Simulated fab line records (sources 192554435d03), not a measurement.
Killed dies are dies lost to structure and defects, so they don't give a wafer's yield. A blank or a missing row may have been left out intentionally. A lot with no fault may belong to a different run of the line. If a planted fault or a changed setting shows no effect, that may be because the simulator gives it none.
Matching of chambers :: flow n5Finfet :: 4 sister chambers for N5_BEOL_M7_VIA_ETCH_34 on rieDiel-01
The step etches SiCOH lowk in C4F6/O2, target depth 125.5 nm, time 50.5 s. 4 wafers are shown with their chamber, then 7 later ones without.

== WAFERS, EACH WITH ITS CHAMBER ==
wafer: L080.1
chamber: 1
drypumpMotorCurrentA (A): 5.60

wafer: L084.1
chamber: 2
drypumpMotorCurrentA (A): 5.67

wafer: L085.1
chamber: 0
drypumpMotorCurrentA (A): 5.08

wafer: L085.2
chamber: 3
drypumpMotorCurrentA (A): 5.68

== WAFERS WHOSE CHAMBER IS MISSING ==
wafer: L085.6
drypumpMotorCurrentA (A): 5.68

wafer: L088.1
drypumpMotorCurrentA (A): 5.07

wafer: L088.2
drypumpMotorCurrentA (A): 5.65

wafer: L088.5
drypumpMotorCurrentA (A): 5.59

wafer: L092.1
drypumpMotorCurrentA (A): 5.68

wafer: L092.3
drypumpMotorCurrentA (A): 5.60

wafer: L092.5
drypumpMotorCurrentA (A): 5.08

== CHAMBER TAKEN BY EACH ==
wafer: L085.6
from the rows above: can't be placed: 3 or 2
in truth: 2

wafer: L088.1
from the rows above: 0
in truth: 0

wafer: L088.2
from the rows above: can't be placed: 2 or 3
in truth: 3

wafer: L088.5
from the rows above: 1
in truth: 1

wafer: L092.1
from the rows above: can't be placed: 3 or 2
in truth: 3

wafer: L092.3
from the rows above: 1
in truth: 1

wafer: L092.5
from the rows above: 0
in truth: 0
4 of 7 placed correctly. Unplaceable from these rows: 3, with the true chamber sitting among the candidates in 3. Number placed wrongly: 0.
How it was worked out, from the rows above alone: a wafer's distance from a chamber is the root of the sum, over the readings, of the square of ((its reading less the chamber's mean) divided by the reading's scatter). The wafer belongs to the nearest chamber; if the next one is less than 2 further off, it can't be placed. A chamber's mean is the mean of its shown wafers. The scatter: root of mean squared gap, hidden wafer to nearest shown wafer, with one shown wafer a chamber.
